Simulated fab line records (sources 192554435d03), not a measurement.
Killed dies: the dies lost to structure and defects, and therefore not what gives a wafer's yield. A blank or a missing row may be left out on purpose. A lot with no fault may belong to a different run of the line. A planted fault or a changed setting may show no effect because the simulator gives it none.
fab line records | flow n5-finfet
[record] lots = 7 wafers = 21 last-day = 16
route steps=1938 shown SD_EPI_P@326 SD_ACTIVATION@330 ILD0@335 BEOL_M4@1111
lots that met no fault: taken from a fault-free run of the same line
start-h: start of the lot's first displayed wafer, in hours after the record's first day | wait-h: how many hours have passed since the lot's step before this one | " the same as in the row above | L1.1+2: a single row standing in for several wafers | - no value present, or no start provided | * or withheld: withheld | < > ~ a bound
route shown NAME@n: names a module that has steps shown in the file, with the first one's number in the route | usual: mean/standard deviation taken from wafers without a fault | same: alike in all rows | chamber/n: place in a boat | sites: each site's reading | _std_site: standard deviation of those values | _edge_site: the outer-site mean with the inner-site mean subtracted | radius-mm: for every site, how far away it sits from the centre of the wafer | mask NAME#n: copy n | behind: the tool/chamber that last shaped the wafer | hold: why the lot was held/for how many hours/how that ended | device: the n, p or np transistor that did not switch | end of line: the tests these same wafers got at the end of their route | step lacking rows: just its recipe | killed: dies that structure and defects cost at the first sort, which is not the same as the wafer's yield | map: shows each die of a wafer: x if killed, . if not, _ if none is there
set.NAME: the setting as run; set.NAME@STEP: as run at that earlier step | model.NAME: the simulator's own value behind a step, which no gauge read
lots at selected steps of the route; one table per step, one row per wafer
services: from which hour (start-h, from the record's first day; less than 0 if before it) a tool's chamber was out of use, for how many hours, and why
[[steps]]
[step N5_SD_EPI_P_PRECLEAN_32]
[recipe] chemistry = dHF time-s = 10 dilution = 500:1 temp-c = 25
[step N5_SD_EPI_P_PRECLEAN_33]
[recipe] chemistry = SC2 time-s = 45 temp-c = 35 mix = 1:1:50
[step N5_SD_EPI_P_SRD_25]
[recipe] time-s = 30 temp-c = 23 rinse-liquid = diw dry = ipa-marangoni
[step N5_SD_EPI_P_INSPECT_26]
[recipe] inspect-instrument = darkfield mode = post-epi
[usual] raw-defect-count = 190/36
// columns lot.wafer tool chamber start-h wait-h raw-defect-count
L926.1 defect-inspect-02 - 58.81 0.0 265
L926.2 " - " " 284
L926.6 " - " " 239
L935.2 defect-inspect-01 - 112.30 0.0 221
L935.3 " - " " 268
L935.6 " - " " 249
L939.4 defect-inspect-01 - 139.85 0.0 181
L939.5 " - " " 260
L939.6 " - " " 188
L940.2 defect-inspect-01 - 142.84 0.0 193
L940.3 " - " " 171
L940.6 " - " " 102
L941.1 defect-inspect-02 - 149.13 0.0 194
L941.3 " - " " 195
L941.4 " - " " 185
L946.1 defect-inspect-02 - 176.07 0.0 166
L946.3 " - " " 187
L946.5 " - " " 207
L947.3 defect-inspect-01 - 184.63 0.0 167
L947.5 " - " " 155
L947.6 " - " " 142
[step N5_SD_ACTIVATION_RTA_00]
[recipe] temp-c = 975 time-s = 0 ambient = N2 idle-temp-c = 600 ramp-up-c-per-s = 150 ramp-down-c-per-s = 60 cool-to-c = 600
[usual] lamp-power-pct = 8.96/0.052 wafer_temp_C_max = 975.0/1.8
// columns lot.wafer tool chamber start-h wait-h lamp-power-pct wafer_temp_C_max
L926.1 rtp-anneal-01 0 58.83 0.0 8.92 974.8
L926.2 " 0 " " 8.91 974.5
L926.6 " 0 " " 9.02 974.9
L935.2 rtp-anneal-01 0 112.45 0.2 8.97 975.0
L935.3 " 0 " " 8.95 975.4
L935.6 " 0 " " 8.85 976.1
L939.4 rtp-anneal-02 0 139.97 0.1 9.00 974.4
L939.5 " 0 " " 9.03 979.2
L939.6 " 0 " " 9.04 975.5
L940.2 rtp-anneal-01 0 142.90 0.1 9.11 977.0
L940.3 " 0 " " 8.98 973.1
L940.6 " 0 " " 8.93 976.8
L941.1 rtp-anneal-01 0 149.15 0.0 9.05 975.2
L941.3 " 0 " " 8.96 972.7
L941.4 " 0 " " 8.89 972.9
L946.1 rtp-anneal-02 0 176.19 0.1 8.98 973.7
L946.3 " 0 " " 8.93 976.9
L946.5 " 0 " " 9.07 973.6
L947.3 rtp-anneal-01 0 184.89 0.3 8.94 974.5
L947.5 " 0 " " 8.97 974.0
L947.6 " 0 " " 8.91 975.4
[step N5_SD_ACTIVATION_LSA_01]
[recipe] temp-c = 1080 time-s = 0.0008 ambient = N2
[usual] wafer_temp_C_max = 1087.5/1.7
// columns lot.wafer tool chamber start-h wait-h wafer_temp_C_max
L926.1 laser-anneal-01 0 59.04 0.2 1086.4
L926.2 " 0 " " 1086.5
L926.6 " 0 " " 1087.5
L935.2 laser-anneal-02 0 112.66 0.2 1085.7
L935.3 " 0 " " 1087.9
L935.6 " 0 " " 1087.5
L939.4 laser-anneal-02 0 140.17 0.2 1085.4
L939.5 " 0 " " 1084.8
L939.6 " 0 " " 1086.9
L940.2 laser-anneal-01 0 143.12 0.2 1090.2
L940.3 " 0 " " 1087.2
L940.6 " 0 " " 1089.2
L941.1 laser-anneal-02 0 149.35 0.2 1087.8
L941.3 " 0 " " 1085.8
L941.4 " 0 " " 1085.8
L946.1 laser-anneal-01 0 176.39 0.2 1088.2
L946.3 " 0 " " 1089.8
L946.5 " 0 " " 1091.0
L947.3 laser-anneal-02 0 185.09 0.2 1085.7
L947.5 " 0 " " 1089.2
L947.6 " 0 " " 1084.8
[step N5_SD_ACTIVATION_INSPECT_02]
[recipe] inspect-instrument = darkfield mode = post-anneal
[usual] raw-defect-count = 190/35
// columns lot.wafer tool chamber start-h wait-h raw-defect-count
L926.1 defect-inspect-01 - 59.57 0.2 258
L926.2 " - " " 281
L926.6 " - " " 247
L935.2 defect-inspect-02 - 113.15 0.1 225
L935.3 " - " " 278
L935.6 " - " " 258
L939.4 defect-inspect-02 - 140.60 0.1 183
L939.5 " - " " 250
L939.6 " - " " 175
L940.2 defect-inspect-01 - 143.61 0.1 194
L940.3 " - " " 172
L940.6 " - " " 103
L941.1 defect-inspect-01 - 149.88 0.2 201
L941.3 " - " " 199
L941.4 " - " " 185
L946.1 defect-inspect-01 - 176.91 0.2 157
L946.3 " - " " 188
L946.5 " - " " 204
L947.3 defect-inspect-01 - 185.57 0.1 162
L947.5 " - " " 170
L947.6 " - " " 148
[step N5_ILD0_LINER_00]
[recipe] material = SiNx target-thk-a = 40 temp-c = 400 ald-precursor-family = SiH2I2 ald-co-reactant = N2/H2-plasma pulse-time-s = 1 purge-time-s = 2 co-reactant-purge-time-s = 2 ald-cycles = 80 pressure-torr = 2
[usual] chamber-pressure-Torr = 2.000/0.0044 heater-power-outer-w = 512/51 heater-power-w = 813/79 precursor-pulse-height-rel = 0.998/0.02
// columns lot.wafer tool chamber start-h wait-h chamber-pressure-Torr heater-power-outer-w heater-power-w precursor-pulse-height-rel
L926.1 ald-sin-04 3 59.61 0.0 1.999 486 795 1.026
L926.2 " 0 " " 2.004 484 806 0.987
L926.6 " 0 " " 2.006 494 776 1.000
L935.2 ald-sin-04 3 113.48 0.3 2.000 476 809 0.981
L935.3 " 2 " " 2.007 549 878 1.006
L935.6 " 1 " " 1.998 513 810 0.987
L939.4 ald-sin-02 2 140.64 0.0 1.994 569 893 0.969
L939.5 " 1 " " 1.996 428 724 0.995
L939.6 " 2 " " 1.999 556 867 1.002
L940.2 ald-sin-04 3 143.65 0.0 1.995 483 789 0.963
L940.3 " 2 " " 1.998 563 891 0.999
L940.6 " 0 " " 2.001 486 788 0.985
L941.1 ald-sin-02 1 150.05 0.2 2.001 423 710 0.970
L941.3 " 3 " " 2.003 636 1098 0.992
L941.4 " 0 " " 2.008 599 886 0.981
L946.1 ald-sin-04 1 176.95 0.0 2.000 518 797 1.031
L946.3 " 2 " " 2.003 553 866 0.996
L946.5 " 2 " " 2.003 556 895 0.990
L947.3 ald-sin-02 0 185.60 0.0 1.997 621 852 0.995
L947.5 " 2 " " 1.997 554 902 1.000
L947.6 " 1 " " 2.005 433 736 0.995
[step N5_ILD0_FCVD_FILL_01]
[recipe] material = SiO2_flowable target-thk-a = 2000 temp-c = 100 pressure-torr = 0.8 rf-w = 2000 time-s = 328.3
[step N5_ILD0_CURE_02]
[recipe] temp-c = 450 time-s = 1800 ambient = steam idle-temp-c = 400 ramp-up-c-per-min = 5 ramp-down-c-per-min = 3 densification-p-h2o-torr = 640
[step N5_ILD0_CMP_03]
[recipe] stop-on = SiNx t-overpolish-s = 1.9 post-cmp-clean = alkaline-brush down-force-psi = 4.1491 platen-rpm = 51.796 pad-velocity-m-s = 1.0306 target-thk-nm = 197.38
[usual] edge-zone-pressure-frac = 1.001/0.0048 head-pressure-psi = 4.150/0.0085 motor-current-A = 12.2/1.3 overpolish-run-s = 1.900/0.0082 t-overpolish-s = 1.9/0 time-to-endpoint-s = 68/5.2
// columns lot.wafer tool chamber start-h wait-h edge-zone-pressure-frac head-pressure-psi motor-current-A overpolish-run-s t-overpolish-s time-to-endpoint-s model.SiO2_flowable_of_ILD0_FCVD_FILL_01.thk-nm model.SiNx_of_DUMMY_GATE_HM_DEP_06.thk-nm
L926.2 cmp-02 2 61.97 0.0 1.000 4.142 11.4 1.894 1.9 67 197 78
L926.1 " 3 " " 0.995 4.138 11.9 1.897 1.9 75 199.6 77
L926.6 " 2 " " 1.001 4.154 11.6 1.892 1.9 68 196.2 77.2
L935.2 cmp-02 3 116.37 0.1 1.000 4.151 12.5 1.905 1.9 80 199.4 77
L935.3 " 1 " " 1.004 4.162 13.0 1.896 1.9 67 195.8 76.4
L935.6 " 2 " " 1.002 4.147 10.7 1.890 1.9 66 196.6 76.4
L939.4 cmp-02 3 143.13 0.2 - - - - - - 197 80
L939.5 " 3 " " - - - - - - 195.2 80
L939.6 " 0 " " - - - - - - 198.8 79.8
L940.3 cmp-03 3 146.10 0.1 - - - - - - 200 79.6
L940.2 " 0 " " - - - - - - 202.4 78.8
L940.6 " 2 " " - - - - - - 197.2 79
L941.4 cmp-03 2 154.63 0.0 - - - - - - 200.6 79
L941.3 " 3 " " - - - - - - 198 79.8
L941.1 " 1 " " - - - - - - 198.2 80
L946.3 cmp-04 3 179.36 0.1 0.994 4.143 11.9 1.900 1.9 64 197.4 77.4
L946.1 " 1 " " 0.996 4.160 10.5 1.903 1.9 66 198.2 76.4
L946.5 " 3 " " 1.000 4.146 11.8 1.892 1.9 61 195.4 77.6
L947.3 cmp-04 1 188.38 0.1 1.001 4.153 11.0 1.903 1.9 62 196.8 76.6
L947.6 " 0 " " 1.002 4.144 13.9 1.921 1.9 72 198 76.4
L947.5 " 1 " " 1.001 4.156 10.2 1.905 1.9 63 197.6 75.8
[step N5_BEOL_M4_RC_MEAS_101]
[usual] DIBL_N = 35.9/2.5 DIBL_P = 36.0/3 IOFF_N = 0.16/0.047 IOFF_P = 0.21/0.047 ION_N = 671/14 ION_P = 460/8.8 SS_N = 71.5/0.73 SS_P = 73.2/0.91 VT_N = 250/4.3 VT_P = -251/3.6
// columns lot.wafer tool chamber start-h wait-h DIBL_N[mV/V] DIBL_P[mV/V] IOFF_N[nA/um] IOFF_P[nA/um] ION_N[uA/um] ION_P[uA/um] SS_N[mV/dec] SS_P[mV/dec] VT_N[mV] VT_P[mV]
L926.1 prober-02 0 162.25 0.0 34.2 32.5 0.13 0.15 653 444 71.4 72.6 255 -256
L926.2 " 0 " " 30.9 30.8 0.09 0.15 653 455 70.0 72.1 254 -257
L926.6 " 0 " " 32.2 31.4 0.10 0.15 654 451 70.8 71.9 256 -258
L935.2 prober-01 0 222.33 0.2 42.7 43.2 0.29 0.33 701 468 73.1 74.5 241 -243
L935.3 " 0 " " 33.9 32.0 0.11 0.14 650 440 70.7 71.8 255 -255
L935.6 " 0 " " 37.2 37.0 0.15 0.21 660 454 71.9 73.2 251 -249
L946.1 prober-01 0 283.75 0.0 36.8 40.0 0.18 0.27 682 475 71.9 74.3 250 -246
L946.3 " 0 " " 35.5 38.7 0.16 0.26 683 478 72.0 73.7 246 -245
L946.5 " 0 " " 35.1 37.2 0.15 0.22 677 468 72.1 73.7 249 -250
L947.3 prober-01 0 291.67 0.3 37.1 38.3 0.19 0.26 674 463 72.3 73.9 248 -246
L947.5 " 0 " " 34.0 33.3 0.13 0.19 666 459 70.3 72.6 252 -252
L947.6 " 0 " " 35.0 34.8 0.14 0.20 671 466 71.8 72.5 253 -250
[[services]]
// columns tool chamber start-h hours kind
ald-sin-02 0 35.63 3.5 repair
cmp-03 - 36.21 3.2 pm
ald-sin-02 1 37.15 4.9 repair
laser-anneal-01 - 38.66 2.9 pm
cmp-03 - 51.33 1.6 repair
ald-sin-02 0 53.79 8.8 repair
cmp-03 - 59.37 3.5 repair
cmp-03 - 68.99 4.0 pm
cmp-04 - 77.16 1.1 repair
ald-sin-02 - 87.00 14.0 pm
cmp-02 - 94.82 0.7 repair
cmp-04 - 96.85 1.0 repair
cmp-04 - 106.25 0.8 repair
cmp-03 - 109.17 2.9 repair
ald-sin-04 3 118.43 18.7 repair
cmp-03 - 118.77 1.5 repair
cmp-02 - 123.53 3.4 repair
cmp-04 - 136.63 9.2 pm
cmp-03 - 142.80 0.4 repair
cmp-04 - 146.08 4.0 pm
ald-sin-02 3 155.95 8.6 repair
laser-anneal-02 - 162.51 2.5 repair
ald-sin-02 3 167.12 5.0 repair
laser-anneal-02 - 177.56 1.6 pm
[[key]]
[first-sign] step = N5_ILD0_CMP_03 reading = tool-record direction = missing
effect none on later readings
[model-effect] step = N5_ILD0_CMP_03 value = SiO2_flowable_of_ILD0_FCVD_FILL_01.thk-nm without = 196.5 struck = 200.5
met-at N5_ILD0_CMP_03
struck-wafers L939.4,L939.5,L939.6,L940.2,L940.3,L940.6,L941.1,L941.3,L941.4
later-rows-left-out L939.4,L939.5,L939.6,L940.2,L940.3,L940.6,L941.1,L941.3,L941.4
sort-left-out L939.4,L939.5,L939.6,L940.2,L940.3,L940.6,L941.1,L941.3,L941.4
tester-left-out L939,L940,L941
onset-between 116.37 143.13
[fault] kind = skipped-step-whole tool = cmp-02,cmp-03 chamber = - onset-h = 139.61 steps = N5_ILD0_CMP_03 scope = struck-lots-only
// tester-left-out: of these lots the tester's yield and bins aren't shown, on N5 and GAA mostly nor the transistor test; their killed dies are dies lost to structure and defects alone, not to doping, threshold or leakage, so they don't give the yield
// sort-left-out: the simulated sort isn't trusted on such a fault, so these wafers' sort isn't shown, and their yield isn't known
// later-rows-left-out: the simulator's readings of these wafers behind a module that went badly wrong aren't trusted and aren't shown, but for the sort
